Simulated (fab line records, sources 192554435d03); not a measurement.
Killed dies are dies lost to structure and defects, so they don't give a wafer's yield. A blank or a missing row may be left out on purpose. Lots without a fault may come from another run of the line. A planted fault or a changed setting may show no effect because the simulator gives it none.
Chamber matching | flow n5_finfet | N5_BEOL_M2_STRIP_19 on rie_diel-03: 4 sister chambers
The step strips in O2. 8 wafers are shown with their chamber, then 9 later ones without.

WAFERS WITH THEIR CHAMBER
wafer  | chamber | showerhead_plenum_p_Torr (Torr) | drypump_motor_current_A (A)
L080.2 | 3       | 2.19                            | 6.2
L083.1 | 1       | 2.14                            | 5.9
L083.3 | 3       | 2.19                            | 6.1
L087.1 | 2       | 1.92                            | 6.1
L087.5 | 0       | 2.07                            | 5.5
L088.1 | 1       | 2.13                            | 5.9
L088.2 | 2       | 1.92                            | 6.2
L088.3 | 0       | 2.07                            | 5.5

WAFERS WITHOUT THEIR CHAMBER
wafer  | showerhead_plenum_p_Torr (Torr) | drypump_motor_current_A (A)
L088.4 | 2.19                            | 6.1
L088.5 | 2.19                            | 6.1
L088.6 | 2.07                            | 5.6
L090.1 | 2.07                            | 5.5
L090.2 | 2.13                            | 5.9
L090.5 | 2.19                            | 6.1
L095.2 | 2.13                            | 5.9
L095.3 | 2.18                            | 6.1
L095.5 | 2.18                            | 6.2

WHICH CHAMBER EACH WENT THROUGH
wafer  | from the rows above | in truth
L088.4 | 3                   | 3
L088.5 | 3                   | 3
L088.6 | 0                   | 0
L090.1 | 0                   | 0
L090.2 | 1                   | 1
L090.5 | 3                   | 3
L095.2 | 1                   | 1
L095.3 | 3                   | 3
L095.5 | 3                   | 3
Placed correctly: 9 of 9. Can't be placed from these rows: 0. Placed wrongly: 0.
How it was worked out, from the rows above alone: a wafer's distance from a chamber is the root of the sum, over the readings, of the square of ((its reading less the chamber's mean) divided by the reading's scatter). The wafer belongs to the nearest chamber; if the next one is less than 2 further off, it can't be placed. A chamber's mean is the mean of its shown wafers. The scatter: the root of (the sum of the squares of (reading less its chamber's mean) over the shown wafers, divided by (wafers less chambers)).
